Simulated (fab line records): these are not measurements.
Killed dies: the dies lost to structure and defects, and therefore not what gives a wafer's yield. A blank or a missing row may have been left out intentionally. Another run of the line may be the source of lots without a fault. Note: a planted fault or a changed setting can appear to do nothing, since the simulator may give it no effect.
fab line records | flow nand_harc
record: lots: 14 wafers: 42 last_day: 33
route steps=1302 shown P_ZERO_WELL@18 P_STI@87
lots untouched by any fault: they come from a run of this same line in which no faults occurred
start_h: hours from the record's first day to the start of the lot's first wafer shown | wait_h: hours since the lot's step before | " unchanged from the row above | L1.1+2: a single row standing in for several wafers | - no value present, or no start provided | * or withheld: withheld | < > ~ a bound
route shown NAME@n: names a module that has steps shown in the file, with the first one's number in the route | usual: mean and standard deviation over wafers with no fault | same: alike in all rows | chamber/n: place in a boat | sites: the reading at each site | _std_site: the values' standard deviation | _edge_site: outer sites' mean less inner sites' | radius_mm: how far each site lies from the wafer's centre | mask NAME#n: copy n | behind: tool/chamber where the wafer was last shaped | hold: reason for holding the lot/hours on hold/outcome of the hold | device: which transistor (n, p or np) failed to switch | end of line: the route-end tests of the same wafers | a step without rows: its recipe alone | killed: at the first sort, the dies lost to defects and structure; wafer yield is something else | map: per-die view of a wafer (x killed, . not killed, _ where there is no die)
set.NAME: the run value of the setting; set.NAME@STEP: its run value at that earlier step | model.NAME: the simulator's own value behind a step, which no gauge read
route steps across a sampled set of lots; one table per step, one row per wafer
services: from which hour (start_h, from the record's first day; less than 0 if before it) a tool's chamber was out of use, for how many hours, and why
== steps ==
step: NHARC_P_ZERO_WELL_ETCH_62
recipe: target_depth_a: 130 time_s: 6.5 chf3_flow_sccm: 50 ar_flow_sccm: 200 rf_w: 500 bias_w: 200 chemistry: CHF3/Ar
usual: drypump_motor_current_A: 5.7/0.36 oes_product_au: 0.960/0.016 rf_fwd_power_W: 488.5/1.8 rf_vpp_V: 370.7/1.3 showerhead_plenum_p_Torr: 2.35/0.051 throttle_valve_pct: 20.217/0.0089
columns lot.wafer tool chamber start_h wait_h drypump_motor_current_A oes_product_au rf_fwd_power_W rf_hours_counter_h rf_vpp_V showerhead_plenum_p_Torr throttle_valve_pct
L183.4 rie_diel-07 2 - - 5.4 0.948 488.4 20 374.2 2.53 20.218
L183.3 " 0 " " 6.4 0.972 487.3 21 370.8 2.33 20.228
L183.5 " 1 " " 6.1 0.976 489.4 - 370.8 2.35 20.223
L184.1 rie_diel-11 0 - - 5.7 0.956 487.9 45 371.7 2.38 20.213
L184.3 " 3 " " 5.1 0.986 487.8 43 370.7 2.39 20.211
L184.5 " 1 " " 5.9 0.952 492.8 - 370.4 2.34 20.221
L185.1 rie_diel-07 1 - - 6.1 0.944 489.4 26 369.6 2.35 20.220
L185.4 " 0 " " 6.3 0.960 489.9 27 368.8 2.33 20.209
L185.5 " 1 " " 6.1 0.937 489.3 - 370.3 2.35 20.206
L188.1 rie_diel-08 0 - - 5.4 0.958 489.9 12 372.0 2.36 20.217
L188.3 " 2 " " 6.2 0.988 486.3 10 370.0 2.33 20.229
L188.5 " 0 " " 5.4 0.948 488.8 - 371.0 2.36 20.223
L189.4 rie_diel-08 1 - - 5.6 0.975 485.9 15 370.8 2.37 20.211
L189.5 " 3 " " 5.9 0.963 487.5 - 369.1 2.32 20.224
L189.6 " 0 " " 5.5 0.971 487.3 - 371.6 2.36 20.215
L190.2 rie_diel-08 0 - - 5.4 0.949 489.7 16 371.9 2.36 20.223
L190.4 " 1 " " 5.7 0.978 486.9 18 370.6 2.37 20.218
L190.5 " 2 " " 6.2 0.984 486.3 - 370.8 2.33 20.210
L197.3 rie_diel-07 2 - - 5.4 0.951 488.6 11 373.4 2.51 20.213
L197.2 " 3 " " 5.0 0.950 489.1 10 370.7 2.34 20.224
L197.6 " 2 " " 5.4 0.951 487.6 - 373.3 2.51 20.201
L198.4 rie_diel-08 3 - - 5.9 0.938 492.2 46 370.5 2.31 20.212
L198.2 " 0 " " 5.5 0.951 486.2 42 371.1 2.35 20.217
L198.6 " 2 " " 6.2 0.956 486.8 - 370.8 2.32 20.234
L199.3 rie_diel-08 3 - - 5.9 0.953 489.3 49 370.8 2.31 20.216
L199.1 " 0 " " 5.5 0.955 485.9 46 371.4 2.35 20.219
L199.2 " 1 " " 5.6 0.946 489.0 49 370.7 2.35 20.232
L200.3 rie_diel-07 2 - - 5.4 0.976 487.7 23 371.9 2.50 20.213
L200.5 " 1 " " 6.1 0.966 490.9 - 371.3 2.33 20.221
L200.6 " 2 " " 5.4 0.977 486.5 - 374.6 2.51 20.210
L201.4 rie_diel-11 0 - - 5.7 0.953 486.6 37 370.8 2.36 20.221
L201.2 " 1 " " 5.8 0.964 491.3 38 369.3 2.32 20.217
L201.1 " 2 " " 5.3 0.961 489.8 35 370.0 2.32 20.218
L203.2 rie_diel-08 3 - - 5.9 0.925 488.6 7 370.1 2.30 20.207
L203.5 " 2 " " 6.2 0.922 485.5 - 371.1 2.31 20.218
L203.6 " 3 " " 5.9 0.921 489.4 - 369.1 2.30 20.229
L204.1 rie_diel-07 2 - - 5.4 0.939 485.7 37 374.2 2.50 20.236
L204.2 " 3 " " 5.0 0.941 486.5 34 369.9 2.33 20.209
L204.6 " 1 " " 6.1 0.915 487.5 - 370.5 2.32 20.221
L206.3 rie_diel-11 2 - - 5.3 0.969 488.4 54 369.9 2.31 20.207
L206.4 " 3 " " 5.1 0.975 488.2 53 369.6 2.36 20.230
L206.1 " 0 " " 5.7 1.007 489.2 55 370.6 2.35 20.215
step: NHARC_P_ZERO_WELL_ETCH_63
recipe: target_depth_a: 1200 time_s: 40.1 hbr_flow_sccm: 150 cl2_flow_sccm: 50 rf_w: 400 icp_w: 400 bias_w: 100 chemistry: HBr/Cl2
usual: drypump_motor_current_A: 5.7/0.43 he_backside_leak_sccm: 2.7/0.3 oes_product_au: 1.005/0.0094 rf_fwd_power_W: 394.0/2 throttle_valve_pct: 26.405/0.0086
columns lot.wafer tool chamber start_h wait_h drypump_motor_current_A he_backside_leak_sccm oes_product_au rf_fwd_power_W rf_hours_counter_h throttle_valve_pct
L183.3 rie_si-04 3 21.67 - 6.3 2.5 1.005 394.7 0.09 26.402
L183.4 " 1 " " 6.1 2.7 1.017 395.4 0.21 26.414
L183.5 " 2 " " 5.2 2.4 1.003 394.5 - 26.395
L184.1 rie_si-04 2 31.66 - 5.2 2.3 0.991 394.8 0.24 26.405
L184.3 " 0 " " 6.2 2.5 1.001 391.2 0.25 26.388
L184.5 " 2 " " 5.2 2.3 1.002 395.1 - 26.403
L185.1 rie_si-05 0 41.74 - 5.5 2.6 1.006 394.8 0.43 26.392
L185.4 " 1 " " 5.9 2.7 1.002 397.1 0.33 26.399
L185.5 " 1 " " 5.9 2.6 1.004 396.6 - 26.400
L188.3 rie_si-04 3 71.66 - 6.3 2.5 1.010 393.2 0.37 26.405
L188.1 " 0 " " 6.2 2.6 0.980 391.9 0.48 26.411
L188.5 " 3 " " 6.3 2.5 0.998 393.5 - 26.399
L189.4 rie_si-04 0 81.68 - 6.2 2.5 0.996 392.0 0.58 26.382
L189.6 " 2 " " 5.2 2.3 1.004 395.8 - 26.395
L189.5 " 3 " " 6.3 2.5 1.013 393.5 - 26.397
L190.2 rie_si-02 3 91.55 - 5.0 2.8 1.003 395.3 1.08 26.390
L190.4 " 1 " " 5.2 2.8 1.002 396.2 0.93 26.418
L190.5 " 3 " " 5.0 2.8 1.003 394.1 - 26.410
L197.3 rie_si-04 0 161.75 - 6.2 2.4 0.998 394.2 0.99 26.414
L197.2 " 1 " " 6.1 2.8 1.017 393.8 1.11 26.408
L197.6 " 0 " " 6.2 2.5 0.992 394.8 - 26.393
L198.2 rie_si-05 3 171.57 - 5.2 2.8 0.992 391.6 0.09 26.406
L198.4 " 0 " " 5.5 2.8 1.001 394.4 0.13 26.407
L198.6 " 1 " " 5.9 2.8 1.015 394.5 - 26.402
L199.3 rie_si-05 1 181.52 - 5.9 2.8 1.011 394.9 0.26 26.397
L199.2 " 2 " " 5.9 2.8 1.011 396.2 0.22 26.408
L199.1 " 3 " " 5.2 2.7 0.994 393.4 0.13 26.423
L200.3 rie_si-05 3 191.56 - 5.1 2.7 0.988 391.2 0.20 26.417
L200.6 " 0 " " 5.5 2.4 0.997 394.5 - 26.414
L200.5 " 1 " " 5.9 2.9 1.011 395.7 - 26.410
L201.2 rie_si-05 1 201.73 - 5.9 2.8 1.012 394.7 0.44 26.414
L201.4 " 2 " " 5.9 2.9 1.005 393.9 0.38 26.422
L201.1 " 3 " " 5.2 2.6 0.987 391.0 0.22 26.413
L203.2 rie_si-02 2 222.46 - 5.7 2.5 1.020 390.9 0.68 26.396
L203.6 " 0 " " 6.2 3.0 1.019 396.1 - 26.393
L203.5 " 1 " " 5.2 2.9 1.020 395.1 - 26.423
L204.1 rie_si-05 2 231.53 - 5.9 2.9 1.005 395.5 0.66 26.412
L204.2 " 1 " " 5.9 2.8 1.005 394.1 0.68 26.396
L204.6 " 2 " " 5.9 3.1 0.991 395.4 - 26.395
L206.4 rie_si-05 2 251.56 - 5.9 2.8 1.012 394.8 0.71 26.393
L206.1 " 3 " " 5.2 2.7 1.014 391.6 0.65 26.393
L206.3 " 0 " " 5.5 2.5 1.005 395.6 0.65 26.402
step: NHARC_P_ZERO_WELL_EXPOSE_49
recipe: na: 0.6 target_cd_nm: 2000 dose_mj: 22.64 mask_id: P_HVPW
usual: exposure_dose_mJ_cm2: 22.639/0.023 focus_offset_nm: 0.1/0.57
columns lot.wafer tool chamber start_h wait_h mask exposure_dose_mJ_cm2 focus_offset_nm
L183.3 krf_scanner-04 0 25.51 - P_HVPW#0 22.649 -0.7
L183.4 " 0 " " P_HVPW#0 22.616 0.4
L183.5 " 0 " " P_HVPW#0 22.624 -0.2
L184.1 krf_scanner-04 0 35.59 - P_HVPW#0 22.634 0.1
L184.3 " 0 " " P_HVPW#0 22.652 0.7
L184.5 " 0 " " P_HVPW#0 22.635 0.6
L185.1 krf_scanner-03 0 45.67 - P_HVPW#0 22.645 1.1
L185.4 " 0 " " P_HVPW#0 22.635 1.1
L185.5 " 0 " " P_HVPW#0 22.622 0.9
L188.1 krf_scanner-02 - 75.60 - P_HVPW#0 - -
L188.3 " - " " P_HVPW#0 - -
L188.5 " - " " P_HVPW#0 - -
L189.4 krf_scanner-03 - 85.60 - P_HVPW#0 - -
L189.5 " - " " P_HVPW#0 - -
L189.6 " - " " P_HVPW#0 - -
L190.2 krf_scanner-03 0 95.51 - P_HVPW#0 22.624 -0.1
L190.4 " 0 " " P_HVPW#0 22.624 -1.1
L190.5 " 0 " " P_HVPW#0 22.637 0.2
L197.2 krf_scanner-04 0 165.82 - P_HVPW#0 22.653 0.2
L197.3 " 0 " " P_HVPW#0 22.597 0.1
L197.6 " 0 " " P_HVPW#0 22.594 0.3
L198.2 krf_scanner-02 0 175.48 - P_HVPW#0 22.639 0.4
L198.4 " 0 " " P_HVPW#0 22.608 0.6
L198.6 " 0 " " P_HVPW#0 22.610 0.1
L199.1 krf_scanner-02 0 185.45 - P_HVPW#0 22.628 -0.4
L199.2 " 0 " " P_HVPW#0 22.628 -0.2
L199.3 " 0 " " P_HVPW#0 22.600 -0.4
L200.3 krf_scanner-03 0 195.57 - P_HVPW#0 22.604 0.5
L200.5 " 0 " " P_HVPW#0 22.628 0.4
L200.6 " 0 " " P_HVPW#0 22.619 -0.1
L201.1 krf_scanner-03 0 205.67 - P_HVPW#0 22.677 -0.4
L201.2 " 0 " " P_HVPW#0 22.665 0.8
L201.4 " 0 " " P_HVPW#0 22.691 0.1
L203.2 krf_scanner-04 0 226.59 - P_HVPW#0 22.671 -0.1
L203.5 " 0 " " P_HVPW#0 22.641 -0.6
L203.6 " 0 " " P_HVPW#0 22.651 -1.0
L204.1 krf_scanner-02 0 235.58 - P_HVPW#0 22.628 0.5
L204.2 " 0 " " P_HVPW#0 22.632 0.1
L204.6 " 0 " " P_HVPW#0 22.619 0.5
L206.1 krf_scanner-02 0 255.60 - P_HVPW#0 22.624 0.0
L206.3 " 0 " " P_HVPW#0 22.614 0.0
L206.4 " 0 " " P_HVPW#0 22.607 -0.1
step: NHARC_P_STI_DESCUM_14
recipe: time_s: 3 o2_flow_sccm: 200 ar_flow_sccm: 0 bias_power_w: 0 chemistry: O2
usual: drypump_motor_current_A: 5.7/0.42 oes_product_au: 1.000/0.01 rf_vpp_V: 57.9/0.92 showerhead_plenum_p_Torr: 1.96/0.068 throttle_valve_pct: 11.311/0.0085
columns lot.wafer tool chamber start_h wait_h drypump_motor_current_A oes_product_au rf_hours_counter_h rf_vpp_V showerhead_plenum_p_Torr throttle_valve_pct
L183.4 rie_diel-09 1 43.46 - 5.2 0.988 4 57.3 2.00 11.318
L183.3 " 0 " " 6.5 1.014 4 60.0 2.04 11.314
L183.5 " 1 " " 5.2 0.991 - 57.0 2.00 11.302
L184.3 rie_diel-09 2 58.13 - 5.2 1.020 5 57.6 2.06 11.311
L184.1 " 3 " " 6.3 0.995 4 57.5 2.01 11.313
L184.5 " 2 " " 5.2 1.024 - 57.8 2.06 11.304
L185.1 rie_diel-09 2 65.06 - 5.2 1.023 6 59.3 2.06 11.317
L185.4 " 3 " " 6.3 0.988 4 57.5 2.01 11.302
L185.5 " 3 " " 6.3 0.995 - 58.1 2.01 11.313
L190.4 rie_diel-09 0 113.14 - 6.5 1.016 10 59.6 2.04 11.304
L190.2 " 3 " " 6.3 1.000 8 56.4 2.01 11.302
L190.5 " 1 " " 5.1 1.007 - 58.3 2.00 11.320
L197.2 rie_diel-03 0 183.81 - 5.6 0.998 6 58.5 1.92 11.307
L197.3 " 1 " " 5.5 0.980 7 56.9 1.91 11.311
L197.6 " 0 " " 5.6 1.003 - 56.8 1.92 11.301
L198.4 rie_diel-05 2 194.32 - 5.1 1.002 7 60.0 2.02 11.298
L198.2 " 3 " " 6.0 1.022 6 57.7 1.93 11.309
L198.6 " 0 " " 5.6 1.005 - 57.6 1.88 11.303
L199.3 rie_diel-03 0 204.43 - 5.6 1.010 8 57.5 1.92 11.312
L199.1 " 2 " " 5.9 1.005 9 57.0 1.99 11.302
L199.2 " 3 " " 6.0 0.996 9 57.5 1.95 11.323
L200.3 rie_diel-05 3 215.11 - 6.0 0.998 8 58.5 1.93 11.293
L200.6 " 3 " " 6.0 0.998 - 57.9 1.93 11.317
L200.5 " 0 " " 5.6 0.992 - 58.0 1.88 11.308
L201.1 rie_diel-03 3 223.37 - 6.0 0.981 10 57.0 1.94 11.314
L201.2 " 1 " " 5.5 0.982 10 56.8 1.91 11.324
L201.4 " 2 " " 5.9 0.997 10 56.5 1.98 11.309
L203.2 rie_diel-05 2 245.75 - 5.2 1.012 0 58.1 2.02 11.312
L203.6 " 3 " " 6.0 0.985 - 58.5 1.93 11.309
L203.5 " 0 " " 5.6 1.015 - 58.9 1.88 11.299
L204.2 rie_diel-05 2 253.02 - 5.1 1.010 0 59.7 2.02 11.313
L204.1 " 3 " " 6.0 0.979 0 57.4 1.93 11.316
L204.6 " 1 " " 6.0 0.991 - 56.5 1.82 11.315
L206.3 rie_diel-03 1 276.26 - 5.5 0.992 14 57.4 1.91 11.311
L206.4 " 2 " " 5.9 1.010 14 57.3 1.98 11.288
L206.1 " 0 " " 5.6 0.996 14 56.9 1.92 11.328
== services ==
columns tool chamber start_h hours kind
rie_diel-07 0 6.80 5.4 repair
krf_scanner-03 - 14.26 0.8 repair
rie_diel-08 - 21.62 9.0 pm
krf_scanner-03 - 52.00 4.0 pm
rie_diel-07 - 60.34 1.4 repair
rie_diel-08 2 60.70 8.4 repair
rie_si-04 - 71.81 0.8 repair
krf_scanner-03 - 85.74 0.8 repair
krf_scanner-02 - 94.00 4.0 pm
rie_si-05 - 106.74 0.1 repair
rie_diel-07 - 120.08 9.0 pm
rie_si-05 - 128.00 9.0 pm
krf_scanner-02 - 134.42 0.2 repair
rie_si-04 - 165.00 9.0 pm
rie_diel-08 - 198.62 9.0 pm
rie_si-04 1 219.58 6.7 repair
krf_scanner-03 - 224.00 4.0 pm
rie_si-05 2 233.58 12.7 repair
rie_diel-08 1 235.53 11.7 repair
krf_scanner-02 - 254.02 1.1 repair
rie_diel-08 0 263.88 10.2 repair
krf_scanner-02 - 266.00 4.0 pm
krf_scanner-03 - 273.34 0.3 repair
rie_diel-07 0 274.93 4.5 repair
== key ==
first_sign: step: NHARC_P_ZERO_WELL_EXPOSE_49 reading: tool_record direction: missing
effect none on later readings
met_at NHARC_P_ZERO_WELL_EXPOSE_49
struck_lots L188,L189
later_rows_left_out L188.1,L188.3,L188.5,L189.4,L189.5,L189.6
sort_left_out L188.1,L188.3,L188.5,L189.4,L189.5,L189.6
tester_left_out L188,L189
not_acting_at NHARC_P_ZERO_WELL_ETCH_62,NHARC_P_ZERO_WELL_ETCH_63,NHARC_P_STI_DESCUM_14
onset_between 45.67 75.60
fault: kind: skipped_step_whole tool: krf_scanner-02,krf_scanner-03 chamber: - onset_h: 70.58 steps: NHARC_P_ZERO_WELL_EXPOSE_49 scope: struck_lots_only
tester_left_out: of these lots the tester's yield and bins aren't shown, on N5 and GAA mostly nor the transistor test; their killed dies are dies lost to structure and defects alone, not to doping, threshold or leakage, so they don't give the yield
sort_left_out: the simulated sort isn't trusted on such a fault, so these wafers' sort isn't shown, and their yield isn't known
later_rows_left_out: the simulator's readings of these wafers behind a module that went badly wrong aren't trusted and aren't shown, but for the sort
